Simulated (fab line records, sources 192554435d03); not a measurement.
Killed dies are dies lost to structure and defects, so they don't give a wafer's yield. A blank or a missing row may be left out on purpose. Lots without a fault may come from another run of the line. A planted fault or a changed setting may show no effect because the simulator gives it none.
Split-lot experiment | flow n5_finfet | 7 lots, 39 wafers read, on a route of 1938 steps

THE SPLIT
At N5_PASSIVATION_ETCH_54 (etches SiO2 in CHF3/O2, target depth 880 nm, time 440 s), the setting time_s was moved away from the recipe's 440 s on 12 of the 39 wafers read, by -53.4% to +44.6%. The other wafers ran this setting at the recipe's value.

The reading is taken at the split's own step.

THE READING
PASSIVATION.feature_depth_nm (the simulator's own value, which no gauge read), in nm, at N5_PASSIVATION_ETCH_54 (etches SiO2 in CHF3/O2, target depth 880 nm, time 440 s). The file gives no usual value for it. The 27 wafers here that ran the recipe average 871.0 nm, standard deviation 15 nm.

wafer  | tool, chamber at the split | time_s as run, s | against the recipe | PASSIVATION.feature_depth_nm, nm | against lot-mates on the recipe
L074.1 | rie_diel-01, 3             | 440              | recipe             | 894                              | -
L074.2 | rie_diel-01, 2             | 440              | recipe             | 864                              | -
L074.3 | rie_diel-01, 0             | 440              | recipe             | 844.6                            | -
L074.4 | rie_diel-01, 1             | 440              | recipe             | 881.4                            | -
L074.5 | rie_diel-01, 1             | 440              | recipe             | 883.4                            | -
L074.6 | rie_diel-01, 2             | 440              | recipe             | 859.6                            | -
L079.1 | rie_diel-04, 1             | 581.2            | +32.1%             | 1138                             | +279.1
L079.2 | rie_diel-04, 0             | 581.2            | +32.1%             | 1097                             | +238.1
L079.3 | rie_diel-04, 3             | 440              | recipe             | 875.6                            | -
L079.4 | rie_diel-04, 1             | 440              | recipe             | 859                              | -
L079.5 | rie_diel-04, 0             | 440              | recipe             | 842                              | -
L079.6 | rie_diel-04, 3             | 581.2            | +32.1%             | 1151                             | +292.1
L081.1 | rie_diel-01, 1             | 636.2            | +44.6%             | 1287                             | +400.3
L081.2 | rie_diel-01, 2             | 636.2            | +44.6%             | 1243                             | +356.3
L081.3 | rie_diel-01, 0             | 440              | recipe             | 873.8                            | -
L081.4 | rie_diel-01, 3             | 440              | recipe             | 891.8                            | -
L081.5 | rie_diel-01, 1             | 440              | recipe             | 894.6                            | -
L081.6 | rie_diel-01, 2             | 636.2            | +44.6%             | 1249                             | +362.3
L083.2 | rie_diel-03, 3             | 440              | recipe             | 881.6                            | -
L083.3 | rie_diel-03, 2             | 440              | recipe             | 861.4                            | -
L083.4 | rie_diel-03, 1             | 440              | recipe             | 866.8                            | -
L082.1 | rie_diel-04, 0             | 205              | -53.4%             | 391.6                            | -466.5
L082.2 | rie_diel-04, 3,1           | 440              | recipe             | 864.4                            | -
L082.4 | rie_diel-04, 3,1           | 440              | recipe             | 864.4                            | -
L082.3 | rie_diel-04, 2             | 205              | -53.4%             | 407.4                            | -450.7
L082.5 | rie_diel-04, 3             | 205              | -53.4%             | 403.4                            | -454.7
L082.6 | rie_diel-04, 0             | 440              | recipe             | 845.4                            | -
L093.1 | rie_diel-01, 3             | 440              | recipe             | 884.2                            | -
L093.2 | rie_diel-01, 2             | 307.6            | -30.1%             | 602.8                            | -278.5
L093.3 | rie_diel-01, 1             | 307.6            | -30.1%             | 632.6                            | -248.7
L093.4 | rie_diel-01, 0             | 440              | recipe             | 872.2                            | -
L093.5 | rie_diel-01, 1             | 440              | recipe             | 887.6                            | -
L093.6 | rie_diel-01, 0             | 307.6            | -30.1%             | 607.8                            | -273.5
L095.1 | rie_diel-01, 1             | 440              | recipe             | 887                              | -
L095.2 | rie_diel-01, 3             | 440              | recipe             | 885.2                            | -
L095.3 | rie_diel-01, 0             | 440              | recipe             | 861.4                            | -
L095.4 | rie_diel-01, 2             | 440              | recipe             | 857.4                            | -
L095.5 | rie_diel-01, 3             | 440              | recipe             | 875.2                            | -
L095.6 | rie_diel-01, 2             | 440              | recipe             | 858                              | -
Where a row lists several chambers, the file gives one row for several wafers and doesn't say which wafer went through which chamber.

THE FIT
A straight line over all 39 wafers: PASSIVATION.feature_depth_nm changes by +8.62 nm for each +1% of time_s; r = +1.00; the points scatter about the line by 17 nm.
The same after taking each lot's own level away (the mean of its wafers on the recipe; 39 wafers): +8.52 nm for each +1%; r = +1.00; scatter 14 nm.
On that fit, the largest move of time_s shifts the reading by 4.6e+02 nm.
The lots' own levels span 858.07 to 886.73 nm, that is 1.9 times the standard deviation above.
So the lot-to-lot level changes the slope little: the two slopes agree.
Check: with one of the wafers moved furthest among these (-53.4%) left out of the fit, the line predicts -455 nm for it against its lot-mates. It came out at -466 nm against them.

OTHER SPLITS ON THESE WAFERS
These wafers also went through other splits before the reading. Each is held against what the fit with the lots' levels taken away leaves over:
other split on the same wafers     | wafers away from the commonest value | r with PASSIVATION.feature_depth_nm (lot level and that fit taken away)
N5_BEOL_M12_ETCH_59 target_depth_a | 9                                    | -0.01
N5_MIM_BOT_SPUTTER_00 target_thk_a | 15                                   | +0.09

THE WHOLE CHAIN: every reading that the file lists as answering this split, in the file's order
step                   | what it does                                            | reading                                                                       | change (the file's fit)              | r (the file's)
N5_PASSIVATION_ETCH_54 | etches SiO2 in CHF3/O2, target depth 880 nm, time 440 s | etch.depth_nm (the simulator's own value, which no gauge read)                | +8.52 nm for each +1% of the setting | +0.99
N5_PASSIVATION_ETCH_54 | etches SiO2 in CHF3/O2, target depth 880 nm, time 440 s | PASSIVATION.feature_depth_nm (the simulator's own value, which no gauge read) | +8.52 nm for each +1% of the setting | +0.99

THE FILE'S OWN FIT
PASSIVATION.feature_depth_nm changes by +8.52 nm for each +1% of time_s, r = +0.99.
